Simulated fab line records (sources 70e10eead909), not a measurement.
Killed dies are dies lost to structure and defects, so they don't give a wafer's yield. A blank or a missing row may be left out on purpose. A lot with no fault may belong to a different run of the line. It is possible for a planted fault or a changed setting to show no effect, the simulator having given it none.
A sampling plan put to the test | flow nand harc | one line in one fab, 20 faults in these records, each fault weighed on the records of the lots it struck
Plan = the line's own looks (route steps where a gauge or an inspection reads the wafer without altering it). A look can be judged if struck wafers have a number there and the file gives its usual mean and standard deviation on fault-free wafers. Caught: 4 or more of those standard deviations (sigma) separate the usual mean from the mean of the struck wafers at a look after the fault's first step. On the tool: the same test on the tool's own readings at the fault's steps. Caught also covers a different recipe on the struck wafers, or a record left blank for those wafers only.

## THE FAULTS, as the simulator had put them in
1. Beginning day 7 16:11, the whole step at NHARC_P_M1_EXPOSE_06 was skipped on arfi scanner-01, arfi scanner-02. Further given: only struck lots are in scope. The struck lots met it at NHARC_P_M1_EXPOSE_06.
2. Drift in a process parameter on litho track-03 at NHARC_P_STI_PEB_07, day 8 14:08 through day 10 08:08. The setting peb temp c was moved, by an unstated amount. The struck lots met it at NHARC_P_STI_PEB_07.
3. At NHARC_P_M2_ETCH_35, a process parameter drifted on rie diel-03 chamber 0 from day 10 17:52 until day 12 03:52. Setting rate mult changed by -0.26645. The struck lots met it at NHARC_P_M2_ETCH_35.
4. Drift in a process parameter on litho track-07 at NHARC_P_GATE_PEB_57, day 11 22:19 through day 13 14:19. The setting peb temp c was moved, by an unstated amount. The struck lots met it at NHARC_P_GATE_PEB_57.
5. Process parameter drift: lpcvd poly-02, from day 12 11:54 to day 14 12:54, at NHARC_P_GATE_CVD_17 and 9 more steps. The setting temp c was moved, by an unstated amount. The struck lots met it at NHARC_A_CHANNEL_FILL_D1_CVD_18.
6. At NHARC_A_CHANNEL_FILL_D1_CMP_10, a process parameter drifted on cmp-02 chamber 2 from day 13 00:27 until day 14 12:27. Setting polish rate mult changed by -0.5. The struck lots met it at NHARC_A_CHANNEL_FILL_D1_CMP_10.
7. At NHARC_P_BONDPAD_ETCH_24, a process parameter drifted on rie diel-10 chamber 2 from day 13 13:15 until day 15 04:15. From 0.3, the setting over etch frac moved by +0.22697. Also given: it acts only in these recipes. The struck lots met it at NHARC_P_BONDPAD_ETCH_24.
8. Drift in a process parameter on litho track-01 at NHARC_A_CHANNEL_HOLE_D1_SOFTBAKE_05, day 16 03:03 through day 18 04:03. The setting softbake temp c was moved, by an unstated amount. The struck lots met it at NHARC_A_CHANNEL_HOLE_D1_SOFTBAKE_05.
9. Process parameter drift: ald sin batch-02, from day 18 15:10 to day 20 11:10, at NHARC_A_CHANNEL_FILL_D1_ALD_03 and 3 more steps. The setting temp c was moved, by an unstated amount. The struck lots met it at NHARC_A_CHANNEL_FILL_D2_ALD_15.
10. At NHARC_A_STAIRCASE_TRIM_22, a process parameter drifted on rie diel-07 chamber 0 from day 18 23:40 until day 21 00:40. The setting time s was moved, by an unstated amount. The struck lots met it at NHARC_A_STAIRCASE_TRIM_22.
11. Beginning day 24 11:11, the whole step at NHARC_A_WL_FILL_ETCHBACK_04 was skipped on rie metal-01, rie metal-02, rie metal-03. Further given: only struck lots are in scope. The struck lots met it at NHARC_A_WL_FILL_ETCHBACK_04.
12. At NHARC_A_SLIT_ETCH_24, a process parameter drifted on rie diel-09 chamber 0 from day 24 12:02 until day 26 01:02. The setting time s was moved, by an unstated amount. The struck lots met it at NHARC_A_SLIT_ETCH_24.
13. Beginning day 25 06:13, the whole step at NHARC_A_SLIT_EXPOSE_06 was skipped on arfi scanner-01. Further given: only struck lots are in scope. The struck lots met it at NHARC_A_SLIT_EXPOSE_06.
14. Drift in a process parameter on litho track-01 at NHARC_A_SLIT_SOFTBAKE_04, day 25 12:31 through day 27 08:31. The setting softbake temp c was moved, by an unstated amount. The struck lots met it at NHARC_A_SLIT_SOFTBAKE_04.
15. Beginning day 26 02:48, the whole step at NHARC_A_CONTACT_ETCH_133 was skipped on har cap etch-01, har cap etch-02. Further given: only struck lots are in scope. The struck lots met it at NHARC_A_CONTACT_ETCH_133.
16. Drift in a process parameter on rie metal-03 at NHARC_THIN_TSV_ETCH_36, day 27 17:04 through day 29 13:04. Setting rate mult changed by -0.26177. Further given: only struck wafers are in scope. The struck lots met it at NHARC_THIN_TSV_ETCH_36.
17. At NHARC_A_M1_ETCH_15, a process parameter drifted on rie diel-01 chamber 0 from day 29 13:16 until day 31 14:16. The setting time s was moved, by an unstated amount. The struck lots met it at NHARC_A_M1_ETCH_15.
18. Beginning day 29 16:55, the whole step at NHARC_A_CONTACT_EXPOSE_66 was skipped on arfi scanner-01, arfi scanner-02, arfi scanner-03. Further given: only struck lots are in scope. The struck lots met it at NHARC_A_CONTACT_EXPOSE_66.
19. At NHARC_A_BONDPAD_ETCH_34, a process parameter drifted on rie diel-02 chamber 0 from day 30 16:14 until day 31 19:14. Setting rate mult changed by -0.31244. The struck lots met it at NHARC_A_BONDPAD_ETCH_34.
20. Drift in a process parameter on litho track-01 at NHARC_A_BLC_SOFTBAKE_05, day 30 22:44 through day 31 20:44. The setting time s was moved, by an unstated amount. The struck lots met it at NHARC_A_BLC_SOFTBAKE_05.

## WHAT THE PLAN SAW
fault | on the tool itself                               | first look that catches it                      | reading, sigma                                    | median hours from its first step to that look | hours from the fault's start to the first struck lot there | judged looks passed uncaught
1     | no reading that can be judged                    | no look after it can be judged                  | -                                                 | -                                             | -                                                          | 0
2     | plate temp C +5.0 sigma                          | none of the 2 looks that can be judged after it | strongest: cd nm at NHARC_P_STI_CD_MEAS_09, +3.3  | -                                             | -                                                          | 2
3     | oes product au -16 sigma                         | not the one look that can be judged after it    | -                                                 | -                                             | -                                                          | 1
4     | plate temp C -5.2 sigma                          | not the one look that can be judged after it    | -                                                 | -                                             | -                                                          | 1
5     | tube center temp C +99 or beyond sigma           | NHARC_END_WLT_00                                | VT_DECK1_MIDDLE +10                               | 352.6                                         | 387                                                        | 0
6     | time to endpoint s +4.5 sigma                    | none of the 2 looks that can be judged after it | -                                                 | -                                             | -                                                          | 2
7     | under 2 sigma                                    | no look after it can be judged                  | -                                                 | -                                             | -                                                          | 0
8     | heater power total W -52 sigma                   | not the one look that can be judged after it    | -                                                 | -                                             | -                                                          | 1
9     | susceptor temp C +47 sigma                       | not the one look that can be judged after it    | strongest: killed dies at NHARC_END_SORT_01, -2.0 | -                                             | -                                                          | 1
10    | run length s +99 or beyond sigma                 | no look after it can be judged                  | -                                                 | -                                             | -                                                          | 0
11    | the tool's record is blank for the struck wafers | no look after it can be judged                  | -                                                 | -                                             | -                                                          | 0
12    | run length s -25 sigma                           | no look after it can be judged                  | -                                                 | -                                             | -                                                          | 0
13    | no reading that can be judged                    | no look after it can be judged                  | -                                                 | -                                             | -                                                          | 0
14    | heater power total W -39 sigma                   | no look after it can be judged                  | -                                                 | -                                             | -                                                          | 0
15    | the tool's record is blank for the struck wafers | no look after it can be judged                  | -                                                 | -                                             | -                                                          | 0
16    | oes product au -19 sigma                         | no look after it can be judged                  | -                                                 | -                                             | -                                                          | 0
17    | run length s -12 sigma                           | not the one look that can be judged after it    | -                                                 | -                                             | -                                                          | 1
18    | no reading that can be judged                    | no look after it can be judged                  | -                                                 | -                                             | -                                                          | 0
19    | oes product au -28 sigma                         | no look after it can be judged                  | -                                                 | -                                             | -                                                          | 0
20    | heater power total W +99 or beyond sigma         | no look after it can be judged                  | -                                                 | -                                             | -                                                          | 0
Dash: fault not caught, or number not given in these records.

Caught at a look: 1 of 20. Caught on the tool: 16 of 20. By one or the other: 16 of 20.
Faults caught by the tool alone: 2, 3, 4, 6, 8, 9, 10, 11, 12, 14, 15, 16, 17, 19, 20.
Caught by neither: faults 1, 7, 13, 18.

## THINNER SAMPLING
If the look that catches a fault measured only every second or every third lot, by lot number, the first struck lot would be measured this late in the worst case:
fault | struck lots at that look, in order of time | every lot | every second lot | every third lot
5     | L261                                       | 387 h     | may miss it      | may miss it
Hours count from the start of the fault until the first struck lot that is measured. The limit of 4 sigma was tested on all struck wafers together, so one lot alone may lie under it. Other struck lots may not be in these records.

## THE LONGEST TIMED WAY FROM STEP TO LOOK
Fault 5: the median time between NHARC_A_CHANNEL_FILL_D1_CVD_18 and NHARC_END_WLT_00 is 352.6 hours. No look between them can be judged.
